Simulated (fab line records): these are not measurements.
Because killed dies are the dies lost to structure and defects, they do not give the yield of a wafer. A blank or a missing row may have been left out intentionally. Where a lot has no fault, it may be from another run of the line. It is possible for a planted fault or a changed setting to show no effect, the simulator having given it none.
Which tool was responsible?    flow n5 finfet    11 lots (30 wafers sampled), 1 step of a 1938-step route

== WHAT EACH GAUGE READ, for each wafer ==
N5_BEOL_M4_RC_MEAS_101.
lot   measured      on         DIBL_N (mV/V)
L957  day 8 21:22   prober-01  38.5 35.3 37.7
L956  day 9 02:36   prober-02  35.1 35.4 32.2
L960  day 10 02:25  prober-02  29.9 35.6
L962  day 10 11:17  prober-02  37.8 32.0
L963  day 10 14:29  prober-02  35.6 35.6 33.2
L964  day 11 08:44  prober-02  36.6 33.4
L965  day 11 16:40  prober-02  35.9 41.9 36.9
L966  day 11 16:50  prober-01  38.2 35.4 34.8
L971  day 13 01:37  prober-02  32.2 35.6 36.5
L974  day 14 05:14  prober-02  42.3 34.6 38.5
L975  day 14 09:05  prober-01  34.2 36.0 32.6

== EACH LOT AND THE TOOL THAT RAN IT (in order: tool; ch and the chambers of the sampled wafers; start) ==
The record holds no process step before these readings.

== THE ANSWER, worked out from the rows above alone ==
Rule: usual is defined by the lots themselves. The widest of any qualifying gaps counts: lots, ordered by their means at a reading, are off when they make up no more than a third of the lots, leave a main group of 4 or more, and stand apart from it by 3 or more times the standard deviation of that group's means. A main group whose means are all the same, to the digits that the tables above print for the reading, isn't used. Also off: a lot with no number at a reading for which 4 or more lots have one. All remaining lots with rows at the step are treated as sound.
Nothing can be told from this: no lot is off at any reading shown.

== WHAT THE SIMULATOR PUT IN ==
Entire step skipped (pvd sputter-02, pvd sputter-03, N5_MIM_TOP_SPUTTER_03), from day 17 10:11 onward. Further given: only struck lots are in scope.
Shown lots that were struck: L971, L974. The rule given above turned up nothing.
